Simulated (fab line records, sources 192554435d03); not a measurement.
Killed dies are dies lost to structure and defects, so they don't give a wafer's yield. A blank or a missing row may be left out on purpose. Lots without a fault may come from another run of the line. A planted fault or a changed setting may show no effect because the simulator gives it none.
Chamber matching | flow n5_finfet | N5_FIN_SAQP_STRIP_55 on rie_diel-06: 4 sister chambers
The step strips in N2/H2. 27 wafers are shown with their chamber, then 12 later ones without.

WAFERS WITH THEIR CHAMBER
wafer  | chamber | drypump_motor_current_A (A) | showerhead_plenum_p_Torr (Torr) | throttle_valve_pct (%)
L074.1 | 2       | 4.9                         | 3.37                            | 19.6
L074.4 | 1       | 5.7                         | 3.29                            | 18.8
L074.6 | 0       | 6.4                         | 3.42                            | 19.0
L076.1 | 1       | 5.8                         | 3.29                            | 18.8
L076.3 | 2       | 4.9                         | 3.37                            | 19.6
L076.6 | 0       | 6.4                         | 3.42                            | 19.1
L079.1 | 3       | 6.4                         | 3.51                            | 19.3
L079.5 | 1       | 5.8                         | 3.29                            | 18.9
L079.6 | 0       | 6.4                         | 3.41                            | 19.1
L080.1 | 1       | 5.8                         | 3.29                            | 18.9
L080.3 | 2       | 5.0                         | 3.37                            | 19.7
L080.5 | 2       | 4.9                         | 3.37                            | 19.7
L082.2 | 0       | 6.4                         | 3.41                            | 19.1
L082.3 | 2       | 4.9                         | 3.36                            | 19.7
L082.4 | 2       | 4.9                         | 3.36                            | 19.7
L083.1 | 1       | 5.8                         | 3.28                            | 18.8
L083.5 | 2       | 4.9                         | 3.36                            | 19.7
L083.6 | 1       | 5.8                         | 3.28                            | 18.8
L084.3 | 1       | 5.8                         | 3.28                            | 18.8
L084.4 | 2       | 4.9                         | 3.36                            | 19.7
L084.6 | 1       | 5.8                         | 3.28                            | 18.8
L086.1 | 2       | 4.9                         | 3.36                            | 19.7
L086.3 | 1       | 5.7                         | 3.28                            | 18.8
L086.6 | 2       | 4.9                         | 3.36                            | 19.7
L090.3 | 0       | 6.4                         | 3.40                            | 19.1
L090.4 | 1       | 5.8                         | 3.28                            | 18.9
L090.6 | 0       | 6.4                         | 3.40                            | 19.1

SIGNATURES (means of the wafers above)
reading                  | chamber 0 | chamber 1 | chamber 2 | chamber 3 | scatter within a chamber
drypump_motor_current_A  | 6.400     | 5.780     | 4.910     | 6.400     | 0.033
showerhead_plenum_p_Torr | 3.4100    | 3.2840    | 3.3640    | 3.5100    | 0.00619
throttle_valve_pct       | 19.083    | 18.830    | 19.680    | 19.300    | 0.0444
Rule: a wafer's distance from a chamber is the root of the sum, over the readings, of the square of ((its reading less the chamber's mean) divided by the reading's scatter). The wafer belongs to the nearest chamber; if the next one is less than 2 further off, it can't be placed. The scatter: the root of (the sum of the squares of (reading less its chamber's mean) over the shown wafers, divided by (wafers less chambers)).

WAFERS WITHOUT THEIR CHAMBER
wafer  | drypump_motor_current_A (A) | showerhead_plenum_p_Torr (Torr) | throttle_valve_pct (%)
L091.2 | 6.3                         | 3.40                            | 19.1
L091.3 | 5.8                         | 3.27                            | 18.9
L091.5 | 4.9                         | 3.35                            | 19.7
L094.2 | 5.8                         | 3.27                            | 18.9
L094.3 | 5.0                         | 3.35                            | 19.7
L094.6 | 5.8                         | 3.27                            | 18.9
L095.2 | 5.8                         | 3.27                            | 18.9
L095.5 | 5.8                         | 3.27                            | 18.9
L095.6 | 6.4                         | 3.39                            | 19.1
L097.2 | 5.8                         | 3.27                            | 18.9
L097.3 | 4.9                         | 3.34                            | 19.7
L097.6 | 6.4                         | 3.39                            | 19.1

WHICH CHAMBER EACH WENT THROUGH
wafer  | from the rows above | in truth
L091.2 | 0                   | 0
L091.3 | 1                   | 1
L091.5 | 2                   | 2
L094.2 | 1                   | 1
L094.3 | 2                   | 2
L094.6 | 1                   | 1
L095.2 | 1                   | 1
L095.5 | 1                   | 1
L095.6 | 0                   | 0
L097.2 | 1                   | 1
L097.3 | 2                   | 2
L097.6 | 0                   | 0
Placed correctly: 12 of 12. Can't be placed from these rows: 0. Placed wrongly: 0.
